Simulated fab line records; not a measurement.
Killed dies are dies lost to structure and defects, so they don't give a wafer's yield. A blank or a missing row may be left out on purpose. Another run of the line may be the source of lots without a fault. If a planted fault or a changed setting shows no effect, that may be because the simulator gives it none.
Problem report, 8D (eight disciplines) form, completed by code | flow nand-harc | the parts of the form that need people (team, actions taken, sign-off) are left out

## 1. THE ISSUE
At NHARC_END_SORT_01, killed-at-array averages 104 over 6 wafers from 2 lots, while fault-free wafers read 26, standard deviation 9.7. That puts it +8.0 standard deviations away from the usual mean.
Seen first at day 21 12:04 on prober-02, wafer L373.1. The record holds 18 wafers of 6 lots with a number at this step. By rule, "out" or "out of limits" means more than 4 standard deviations away from the usual mean. All remaining wafers that have a number are taken as sound.

## 2. WHAT IT IS, AND WHAT IT ISN'T
question                    | is                           | is not
which readings at this step | killed-at-array, killed-dies | killed-at-other, killed-at-periphery, killed-open
which lots                  | L373, L376                   | L383, L384, L386, L388
which wafers of those lots  | all that have a number       | -
read on which gauges        | prober-02                    | prober-01
when                        | from day 21 12:04            | up to then (0 sound wafers); but 12 sound wafers of L383, L384, L386, L388 came after

## 3. THE SUSPECTS, EACH WITH WHAT RULES IT OUT
Counting: a tool stays on the suspect list if, at a process step up to the reading, it processed all lots that are out and no sound lot following the first of them.
- the gauge at NHARC_END_SORT_01: kept. All the wafers that are out were read on prober-02, and no step on other tools shows them out.
- har-cap-etch-02 at NHARC_A_CONTACT_ETCH_121 (etches the open film in C4F8/O2/Ar, time 94 s, target depth 922 nm): ruled out as a lasting fault. After its first lot that is out, L373 (day 18 17:34), sound lots L388 ran on it.
- plasma-asher-02 at NHARC_THIN_TSV_STRIP_62 (strips in N2/H2, time 20 s): ruled out as a lasting fault. After its first lot that is out, L373 (day 20 21:38), sound lots L383, L388, L386 ran on it.
- plasma-asher-01 at NHARC_THIN_TSV_STRIP_56 (strips in O2): ruled out as a lasting fault. After its first lot that is out, L373 (day 21 01:26), sound lots L383, L384, L386 ran on it.
Remaining after the count: prober-02 at NHARC_END_SORT_01.

## 4. THE CAUSE (what the simulator had put in)
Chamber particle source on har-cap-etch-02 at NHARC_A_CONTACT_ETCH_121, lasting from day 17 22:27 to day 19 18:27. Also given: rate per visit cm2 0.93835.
Counting ruled it out, wrongly: the rule takes a fault to strike every lot that its tool runs from its start on, and this one did not.

## 5. THE CHAIN OF EFFECTS, in route order
Rows list readings where the struck wafers' mean (over those with a number) sits beyond 3 standard deviations from the usual. Scope: only readings with a usual standard deviation given in the record; hours: median across lots of the time from each lot's start at the first step in this table that gives one to its start at this step; sigmas: change in usual standard deviations.
hours | step              | reading         | usual | on struck wafers | change | sigmas
0     | NHARC_END_SORT_01 | killed-at-array | 26    | 104              | +78    | +8.0
0     | NHARC_END_SORT_01 | killed-dies     | 31    | 108              | +77    | +8.0

## 6. HOW IT WOULD HAVE BEEN CAUGHT EARLIER
86 hours passed between the start of the fault at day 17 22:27 and the first reading out of limits at a measuring or inspecting step in this record, taken at day 21 12:04.
No tool reading at NHARC_A_CONTACT_ETCH_121 that has a usual standard deviation in the record was out on any struck wafer, so an alarm limit of 4 standard deviations on those readings would not have fired.
